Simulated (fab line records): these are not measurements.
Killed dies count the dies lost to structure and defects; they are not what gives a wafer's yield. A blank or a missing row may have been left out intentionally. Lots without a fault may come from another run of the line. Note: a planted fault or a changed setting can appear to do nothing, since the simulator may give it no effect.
Matching of chambers | flow n5_finfet | pecvd-02 running N5_BEOL_M0_DEP_125: 3 sister chambers
The step deposits SiCN from 3MS/NH3, target thk 8 nm, time 14 s. 6 wafers are shown with their chamber, then 11 later ones without.

== EACH WAFER AND ITS CHAMBER ==
wafer  | chamber | throttle_valve_pct (%) | showerhead_plenum_p_Torr (Torr)
L083.3 | 2       | 8.4                    | 3.653
L084.4 | 0       | 9.7                    | 3.660
L088.2 | 2       | 8.5                    | 3.641
L088.5 | 0       | 9.9                    | 3.657
L088.6 | 1       | 8.6                    | 3.671
L091.3 | 1       | 8.8                    | 3.681

== WAFERS WITH NO CHAMBER GIVEN ==
wafer  | throttle_valve_pct (%) | showerhead_plenum_p_Torr (Torr)
L091.4 | 9.7                    | 3.662
L091.6 | 8.5                    | 3.654
L090.2 | 9.7                    | 3.655
L090.3 | 9.0                    | 3.679
L090.4 | 8.9                    | 3.666
L094.1 | 9.0                    | 3.671
L094.2 | 8.3                    | 3.649
L094.3 | 9.6                    | 3.661
L095.1 | 8.7                    | 3.663
L095.4 | 8.4                    | 3.661
L095.5 | 8.7                    | 3.665

== CHAMBER TAKEN BY EACH ==
wafer  | from the rows above     | in truth
L091.4 | 0                       | 0
L091.6 | 2                       | 2
L090.2 | 0                       | 0
L090.3 | 1                       | 1
L090.4 | 1                       | 1
L094.1 | 1                       | 1
L094.2 | 2                       | 2
L094.3 | 0                       | 0
L095.1 | can't be placed: 1 or 2 | 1
L095.4 | can't be placed: 2 or 1 | 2
L095.5 | can't be placed: 1 or 2 | 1
Correctly placed: 8 of 11. Not placeable from these rows: 3 (in 3, the candidates include the true chamber). Number placed wrongly: 0.
How it was worked out, from the rows above alone: a wafer's distance from a chamber is the root of the sum, over the readings, of the square of ((its reading less the chamber's mean) divided by the reading's scatter). The wafer belongs to the nearest chamber; if the next one is less than 2 further off, it can't be placed. For every chamber, the mean is computed from those of its wafers that are shown. The scatter: take each reading less its chamber's mean, square it, sum over the shown wafers, divide by the number of wafers less the number of chambers, and take the root.
